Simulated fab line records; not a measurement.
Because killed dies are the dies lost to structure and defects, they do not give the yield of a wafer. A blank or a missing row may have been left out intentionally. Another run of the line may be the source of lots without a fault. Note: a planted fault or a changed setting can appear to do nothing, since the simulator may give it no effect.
Which tool is to blame? ; flow n5_finfet ; route of 1938 steps, sampled at 1 step: 11 lots, 33 wafers

## WHAT EACH GAUGE READ, for each wafer
N5_BEOL_M9_INSPECT_30: inspects for defects (brightfield). Usual: raw_defect_count reads 441 (standard deviation 130).
lot;measured;on;raw_defect_count;flag
L365;day 10 02:23;defect_inspect-01;281 493 440;
L368;day 10 05:24;defect_inspect-01;446 434 392;
L367;day 10 11:40;defect_inspect-01;345 539 386;
L369;day 11 00:36;defect_inspect-01;610 578 490;
L371;day 11 09:40;defect_inspect-01;334 284 334;
L372;day 11 17:17;defect_inspect-02;417 450 800;
L381;day 14 09:53;defect_inspect-02;490 584 567;
L384;day 14 13:36;defect_inspect-02;451 498 670;
L383;day 14 13:47;defect_inspect-01;431 423 498;
L388;day 15 14:55;defect_inspect-01;475 311 384;
L382;day 16 04:24;defect_inspect-01;391 331 294;

## WHAT TOOL EACH LOT RAN ON (gives the tool, then ch and the chambers of the sampled wafers, and finally the start)
The record holds no process step before these readings.

## AS READ BY THE TOOLS THEMSELVES (means over the sampled wafers that have a number; for cases with no such wafer, the mark the record gives instead)
The record holds no such reading with a usual standard deviation.

## THE ANSWER, worked out from the rows above alone
Rule: lot off if the mean of its wafers having a number is beyond 3 standard deviations from the usual mean. Also off: a lot with no number at a reading for which 4 or more lots have one. All remaining lots with rows at the step are treated as sound. Order of review: gauges by route order, followed by the tools' own readings, for which a lot's mean as printed above is used. The first step at which some lot is off is used, and at that step the reading that is off furthest; a lot without a number counts as furthest.
No lot is off at any reading shown: from this, nothing can be told.

## WHAT WAS PUT IN BY THE SIMULATOR
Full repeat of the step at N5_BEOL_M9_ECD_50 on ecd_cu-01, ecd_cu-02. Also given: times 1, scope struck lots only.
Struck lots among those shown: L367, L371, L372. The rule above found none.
